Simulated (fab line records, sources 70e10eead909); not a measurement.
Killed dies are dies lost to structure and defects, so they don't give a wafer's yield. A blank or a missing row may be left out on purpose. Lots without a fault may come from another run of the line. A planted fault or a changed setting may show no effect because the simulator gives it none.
fab line records | flow nand_harc
record lots=13 wafers=39 last_day=24
route steps=1159 shown P_ZERO_WELL@41 P_GATE@122 END@1159
lots that met no fault: from a run of the same line without faults
start_h: hours from the record's first day to the start of the lot's first wafer shown | wait_h: hours since the lot's step before | " the same as in the row above | L1.1+2: a row that stands for several wafers | - no value, or no start given | * or withheld: withheld | < > ~ a bound
route shown NAME@n: a module of which the file shows steps, and the number in the route of the first | usual: mean/standard deviation of fault-free wafers | same: alike in all rows | chamber/n: place in a boat | sites: the reading at each site | _std_site: their standard deviation | _edge_site: outer sites' mean less inner sites' | radius_mm: how far each site lies from the wafer's centre | mask NAME#n: copy n | behind: the tool/chamber that last shaped the wafer | hold: why the lot was held/for how many hours/how that ended | device: the transistor (n, p or np) that didn't switch | end of line: the same wafers' tests at the end of the route | a step without rows: its recipe alone | killed: dies lost to structure and defects at the first sort, not the wafer's yield | map: a wafer's dies, x killed, . not, _ none there
set.NAME: the setting as run; set.NAME@STEP: as run at that earlier step | model.NAME: the simulator's own value behind a step, which no gauge read
steps of the route over a sample of lots; a table a step, a row a wafer
services: from which hour (start_h, from the record's first day; less than 0 if before it) a tool's chamber was out of use, for how many hours, and why
## steps
# step NHARC_P_ZERO_WELL_EXPOSE_34
# recipe na=0.6 target_cd_nm=720 dose_mj=22.31 mask_id=P_PWELL
# columns lot.wafer tool chamber start_h wait_h mask
L589.2+4+6 krf_scanner-01 0 16.38 - P_PWELL#0
L591.2+3+5 krf_scanner-03 0 28.08 - P_PWELL#0
L592.1+3+5 krf_scanner-03 0 34.00 - P_PWELL#0
L593.3+5+6 krf_scanner-01 0 40.13 - P_PWELL#0
L594.1+2+3 krf_scanner-03 0 46.00 - P_PWELL#0
L597.3+4+6 krf_scanner-03 0 64.10 - P_HVPW#0
L598.2+3+4 krf_scanner-01 0 70.11 - P_PWELL#0
L607.1+2+6 krf_scanner-01 0 123.86 - P_PWELL#0
L608.2+3+6 krf_scanner-01 0 130.01 - P_PWELL#0
L609.1+3+5 krf_scanner-03 0 136.32 - P_PWELL#0
L610.2+3+4 krf_scanner-04 0 141.91 - P_PWELL#0
L611.1+3+4 krf_scanner-01 0 148.49 - P_PWELL#0
L612.2+3+6 krf_scanner-01 0 154.02 - P_PWELL#0
# step NHARC_P_ZERO_WELL_CD_MEAS_37
# recipe target_cd_nm=720 landing_energy_ev=500
# usual cd_nm=720.3/1.3
# columns lot.wafer tool chamber start_h wait_h cd_nm
L589.2 cd_sem-02 0 16.53 - 719.0
L589.4 " 0 " " 720.2
L589.6 " 0 " " 720.5
L591.2 cd_sem-01 0 28.23 - 721.3
L591.3 " 0 " " 718.1
L591.5 " 0 " " 719.1
L592.1 cd_sem-02 0 34.16 - 721.1
L592.3 " 0 " " 719.5
L592.5 " 0 " " 719.1
L593.3 cd_sem-02 0 40.28 - 721.6
L593.5 " 0 " " 721.1
L593.6 " 0 " " 722.5
L594.1 cd_sem-01 0 46.16 - 718.4
L594.2 " 0 " " 719.4
L594.3 " 0 " " 718.8
L597.3 cd_sem-02 0 64.25 - -
L597.4 " 0 " " -
L597.6 " 0 " " -
L598.2 cd_sem-01 0 70.27 - 720.4
L598.3 " 0 " " 721.3
L598.4 " 0 " " 719.9
L607.1 cd_sem-03 0 124.02 - 719.9
L607.2 " 0 " " 721.4
L607.6 " 0 " " 720.8
L608.2 cd_sem-01 0 130.17 - 719.2
L608.3 " 0 " " 719.3
L608.6 " 0 " " 718.8
L609.1 cd_sem-03 0 136.47 - 723.1
L609.3 " 0 " " 722.4
L609.5 " 0 " " 722.4
L610.2 cd_sem-02 0 142.07 - 722.7
L610.3 " 0 " " 720.1
L610.4 " 0 " " 720.1
L611.1 cd_sem-01 0 148.65 - 721.2
L611.3 " 0 " " 720.2
L611.4 " 0 " " 719.4
L612.2 cd_sem-03 0 154.17 - 718.0
L612.3 " 0 " " 720.1
L612.6 " 0 " " 720.1
# step NHARC_P_GATE_CD_MEAS_11
# recipe target_cd_nm=1640 landing_energy_ev=500
# usual cd_nm=1640.2/1.4
# columns lot.wafer tool chamber start_h wait_h cd_nm
L589.2 cd_sem-03 0 70.51 - 1638.9
L589.4 " 0 " " 1639.1
L589.6 " 0 " " 1638.2
L591.2 cd_sem-02 0 82.50 - 1640.4
L591.3 " 0 " " 1641.6
L591.5 " 0 " " 1638.8
L592.1 cd_sem-03 0 95.39 - 1639.7
L592.3 " 0 " " 1639.8
L592.5 " 0 " " 1640.8
L593.3 cd_sem-02 0 95.56 - 1638.7
L593.5 " 0 " " 1640.9
L593.6 " 0 " " 1637.3
L594.1 cd_sem-02 0 106.51 - 1639.2
L594.2 " 0 " " 1643.1
L594.3 " 0 " " 1641.1
L598.2 cd_sem-03 0 124.38 - 1640.6
L598.3 " 0 " " 1641.8
L598.4 " 0 " " 1640.3
L608.2 cd_sem-02 0 187.74 - 1641.3
L608.3 " 0 " " 1639.9
L608.6 " 0 " " 1640.3
L609.1 cd_sem-01 0 187.78 - 1640.3
L609.3 " 0 " " 1642.0
L609.5 " 0 " " 1640.9
L607.1 cd_sem-03 0 187.98 - 1639.1
L607.2 " 0 " " 1636.7
L607.6 " 0 " " 1637.6
L610.2 cd_sem-03 0 204.29 - 1641.9
L610.3 " 0 " " 1641.3
L610.4 " 0 " " 1640.7
L611.1 cd_sem-03 0 204.45 - 1640.3
L611.3 " 0 " " 1636.9
L611.4 " 0 " " 1640.5
L612.2 cd_sem-02 0 211.50 - 1638.4
L612.3 " 0 " " 1637.6
L612.6 " 0 " " 1639.3
# step NHARC_P_GATE_DESCUM_48
# recipe time_s=3 o2_flow_sccm=200 ar_flow_sccm=0 bias_power_w=0 chemistry=O2
# usual drypump_motor_current_A=5.6/0.48 oes_product_au=1.000/0.0087 rf_vpp_V=57.8/1 showerhead_plenum_p_Torr=1.93/0.091 throttle_valve_pct=11.311/0.0094
# columns lot.wafer tool chamber start_h wait_h drypump_motor_current_A oes_product_au rf_hours_counter_h rf_vpp_V showerhead_plenum_p_Torr throttle_valve_pct
L589.4 rie_diel-12 2 96.29 - 5.7 0.993 24 57.4 1.93 11.317
L589.2 " 0 " " 5.7 0.985 22 57.8 1.93 11.311
L589.6 " 3 " " 6.0 0.989 - 57.0 2.01 11.312
L591.2 rie_diel-11 2 111.37 - 4.8 1.010 34 56.5 2.03 11.328
L591.3 " 0 " " 5.1 1.016 25 56.9 1.80 11.304
L591.5 " 3 " " 5.9 1.021 - 59.0 2.07 11.299
L593.3 rie_diel-02 0 124.31 - 6.3 0.992 28 58.6 2.04 11.322
L593.5 " 2 " " 5.5 1.010 - 56.7 1.80 11.311
L593.6 " 3 " " 5.8 1.006 - 58.0 2.01 11.316
L592.1 rie_diel-02 3 124.78 - 5.8 1.006 29 59.2 2.01 11.303
L592.3 " 1 " " 4.9 1.008 27 58.1 1.97 11.308
L592.5 " 2 " " 5.5 1.013 - 57.7 1.80 11.303
L594.1 rie_diel-02 2 135.68 - 5.5 0.997 28 56.9 1.80 11.321
L594.3 " 0 " " 6.3 0.995 28 58.6 2.04 11.309
L594.2 " 1 " " 4.9 0.989 27 56.1 1.97 11.324
L598.2 rie_diel-11 0 151.94 - 5.1 1.003 39 55.8 1.80 11.314
L598.3 " 1 " " 6.4 1.010 45 57.8 1.83 11.300
L598.4 " 3 " " 5.9 1.009 48 58.8 2.06 11.307
L608.2 rie_diel-12 3 213.38 - 5.9 0.985 1 58.9 2.00 11.318
L608.3 " 1 " " 5.0 0.983 0 57.8 1.82 11.318
L608.6 " 3 " " 6.0 0.990 - 56.9 2.00 11.296
L609.1 rie_diel-02 0 214.17 - 6.3 1.003 15 57.7 2.03 11.296
L609.3 " 1 " " 4.9 1.005 14 58.6 1.96 11.324
L609.5 " 1 " " 4.9 1.000 - 56.0 1.96 11.334
L607.2 rie_diel-02 3 219.60 - 5.8 0.996 15 58.0 2.00 11.287
L607.1 " 2 " " 5.5 1.009 14 57.1 1.79 11.317
L607.6 " 3 " " 5.8 0.991 - 57.6 2.00 11.316
L611.3 rie_diel-02 0 229.94 - 6.3 1.002 17 60.2 2.03 11.305
L611.1 " 2 " " 5.5 1.001 16 57.0 1.79 11.310
L611.4 " 3 " " 5.8 0.998 17 56.7 2.00 11.317
L610.4 rie_diel-12 2 230.21 - 5.8 0.999 7 57.8 1.92 11.315
L610.2 " 3 " " 6.0 0.996 8 58.7 1.99 11.315
L610.3 " 0 " " 5.7 0.989 8 56.7 1.91 11.323
L612.3 rie_diel-02 1 237.54 - 4.9 0.997 17 58.4 1.96 11.331
L612.2 " 2 " " 5.5 1.001 16 57.6 1.79 11.322
L612.6 " 2 " " 5.5 0.998 - 59.1 1.79 11.299
# step NHARC_P_GATE_STRIP_76
# recipe power_w=1500 temp_c=250 chemistry=O2
# usual drypump_motor_current_A=5.3/0.37 heater_power_w=316/21
# columns lot.wafer tool chamber start_h wait_h drypump_motor_current_A heater_power_w rf_hours_counter_h
L589.2 plasma_asher-01 0 98.80 0.2 5.6 324 55
L589.4 " 0 " " 5.6 326 -
L589.6 " 1 " " 4.9 285 -
L591.2 plasma_asher-01 0 113.77 0.2 5.6 333 2
L591.3 " 0 " " 5.5 336 -
L591.5 " 0 " " 5.6 326 -
L593.3 plasma_asher-02 0 126.87 0.1 5.8 345 -
L593.6 " 1 " " 5.0 326 -
L593.5 " 0 " " 5.8 348 -
L592.1 plasma_asher-01 1 127.03 0.2 5.0 282 8
L592.3 " 0 " " 5.6 326 -
L592.5 " 1 " " 4.9 285 -
L594.2 plasma_asher-01 0 138.07 0.2 5.6 324 11
L594.1 " 1 " " 4.9 283 11
L594.3 " 1 " " 4.9 285 -
L598.2 plasma_asher-01 1 154.37 0.2 5.0 285 17
L598.3 " 0 " " 5.6 328 -
L598.4 " 1 " " 4.9 283 -
L608.2 plasma_asher-02 0 215.91 0.2 5.9 337 7
L608.3 " 0 " " 5.9 328 -
L608.6 " 0 " " 5.9 332 -
L609.1 plasma_asher-02 1 216.60 0.2 5.0 308 7
L609.3 " 1 " " 5.1 310 -
L609.5 " 0 " " 5.8 330 -
L607.1 plasma_asher-02 0 221.99 0.2 5.8 329 10
L607.2 " 1 " " 5.1 308 10
L607.6 " 0 " " 5.8 327 -
L611.1 plasma_asher-02 1 232.59 0.2 5.0 314 13
L611.3 " 0 " " 5.8 330 -
L611.4 " 1 " " 5.0 314 -
L610.2 plasma_asher-01 0 233.13 0.2 5.6 336 47
L610.3 " 0 " " 5.6 334 -
L610.4 " 1 " " 4.9 285 -
L612.2 plasma_asher-01 0 239.96 0.2 5.6 329 49
L612.3 " 0 " " 5.6 330 -
L612.6 " 1 " " 4.9 289 -
# step NHARC_END_SORT_01
# recipe temp_c=25
# usual killed_at_array=29/11 killed_at_other=0.6/0.92 killed_at_periphery=3.2/2 killed_dies=33/11 killed_open=3.2/2 killed_short=1.9/1.5
# same gross_dies=677
# columns lot.wafer tool chamber start_h wait_h killed_at_array killed_at_other killed_at_periphery killed_dies killed_open killed_short
L597.3 prober-01 0 494.48 3.1 46 1 630 677 4 4
L597.4 prober-01 0 495.29 3.4 58 2 617 677 10 3
L597.6 prober-01 0 496.91 4.1 43 0 634 677 5 1
# killed by level:class
L597.3 P_ZERO_WELL:area_expose=625 A_CHANNEL_HOLE_D1:chamber_film_flake=23 A_SLIT:chamber_film_flake=11 A_CONTACT:chamber_film_flake=3 A_CONTACT:geometric_particle:open=2 P_STI:chamber_film_flake=2 A_ZERO_WELL:chamber_film_flake=2 P_CONTACT:geometric_particle:short=1
L597.4 P_ZERO_WELL:area_expose=613 A_CHANNEL_HOLE_D1:chamber_film_flake=25 A_SLIT:chamber_film_flake=15 A_CHANNEL_FILL_D1:chamber_film_flake=4 A_CONTACT:geometric_particle:open=3 A_BLC:geometric_particle:open=2 A_STAIRCASE:chamber_film_flake=2 A_CONTACT:chamber_film_flake=2
L597.6 P_ZERO_WELL:area_expose=631 A_CHANNEL_HOLE_D1:chamber_film_flake=20 A_SLIT:chamber_film_flake=13 A_CONTACT:chamber_film_flake=3 P_CONTACT:geometric_particle:open=1 A_ONON_D1:geometric_particle:open=1 A_SGD_CUT:geometric_particle:open=1 A_WL_FILL:geometric_particle:short=1
## services
# columns tool chamber start_h hours kind
krf_scanner-03 - -4.00 4.0 pm
krf_scanner-01 - -3.78 0.4 repair
plasma_asher-02 - 6.17 9.0 pm
rie_diel-11 - 12.52 9.0 pm
krf_scanner-04 - 13.26 0.9 repair
rie_diel-12 - 25.46 9.0 pm
krf_scanner-01 - 28.64 1.2 repair
plasma_asher-01 - 46.78 0.6 repair
plasma_asher-02 - 49.84 1.9 repair
krf_scanner-01 - 71.73 0.3 repair
krf_scanner-01 - 84.00 4.0 pm
rie_diel-11 - 85.68 0.4 repair
plasma_asher-01 - 99.00 9.0 pm
krf_scanner-04 - 107.06 0.6 repair
plasma_asher-02 - 112.98 6.5 repair
krf_scanner-03 - 115.68 0.6 repair
rie_diel-02 - 150.70 9.0 pm
krf_scanner-03 - 168.00 4.0 pm
plasma_asher-02 - 183.40 9.0 pm
rie_diel-11 - 189.82 9.0 pm
rie_diel-12 - 202.53 9.0 pm
rie_diel-11 2 216.06 3.2 repair
krf_scanner-01 - 224.44 0.5 repair
krf_scanner-03 - 228.77 9.6 repair
## key
first_sign step=NHARC_P_ZERO_WELL_EXPOSE_34 reading=mask direction=changed
effect step=NHARC_P_ZERO_WELL_CD_MEAS_37 reading=cd_nm direction=missing
effect step=NHARC_END_SORT_01 reading=killed_at_periphery direction=up sigmas=99+ usual=3.2 struck=627
more_kills_born_at NHARC_P_ZERO_WELL_EXPOSE_34@krf_scanner-03=1869
met_at NHARC_P_ZERO_WELL_EXPOSE_34
struck_lots L597
later_rows_left_out L597.3,L597.4,L597.6
tester_left_out L597
not_acting_at NHARC_P_GATE_CD_MEAS_11,NHARC_P_GATE_DESCUM_48,NHARC_P_GATE_STRIP_76
onset_between 46.00 64.10
fault kind=wrong_mask tool=any chamber=- onset_h=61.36 steps=NHARC_P_ZERO_WELL_EXPOSE_34 aux_copy=P_HVPW#0 scope=struck_lots_only
# tester_left_out: of these lots the tester's yield and bins aren't shown, on N5 and GAA mostly nor the transistor test; their killed dies are dies lost to structure and defects alone, not to doping, threshold or leakage, so they don't give the yield
# later_rows_left_out: the simulator's readings of these wafers behind a module that went badly wrong aren't trusted and aren't shown, but for the sort
